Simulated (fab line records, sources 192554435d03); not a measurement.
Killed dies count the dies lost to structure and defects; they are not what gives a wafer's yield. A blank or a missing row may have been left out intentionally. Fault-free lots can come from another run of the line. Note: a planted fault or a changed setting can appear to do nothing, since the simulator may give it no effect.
Chamber matching	flow n5-finfet	cvd-co-01 running N5_BEOL_M4_PRE_CLEAN_60: 3 sister chambers
The step time 15 s. 14 wafers are shown with their chamber, then 7 later ones without.

== WAFERS, EACH WITH ITS CHAMBER ==
wafer	chamber	heater-power-w (W)
L825.2	0	106
L825.3	2	50
L825.6	1	92
L829.2	2	52
L829.3	0	103
L829.4	0	104
L828.1	1	92
L828.3	2	51
L828.5	1	91
L830.1	0	101
L830.3	1	89
L830.6	1	91
L833.1	1	93
L833.2	0	103

SIGNATURES, as means of the wafers listed above
reading	chamber 0	chamber 1	chamber 2	scatter within a chamber
heater-power-w	103.40	91.33	51.00	1.49
Rule: for each reading, subtract the chamber's mean from the wafer's reading, divide by that reading's scatter and square the result; add these up over the readings and take the root, which gives the wafer's distance from the chamber. If the next closest chamber is less than 2 further off than the closest, the wafer can't be placed; otherwise it belongs to the closest. The scatter: the root of (the sum of the squares of (reading less its chamber's mean) over the shown wafers, divided by (wafers less chambers)).

== WAFERS WITHOUT THEIR CHAMBER ==
wafer	heater-power-w (W)
L833.5	101
L840.4	102
L840.5	91
L840.6	52
L844.2	51
L844.4	104
L844.5	92

== THE CHAMBER EACH PASSED THROUGH ==
wafer	from the rows above	in truth
L833.5	0	0
L840.4	0	0
L840.5	1	1
L840.6	2	2
L844.2	2	2
L844.4	0	0
L844.5	1	1
Correct placement for 7 of the 7. Can't be placed from these rows: 0. 0 placed wrongly.
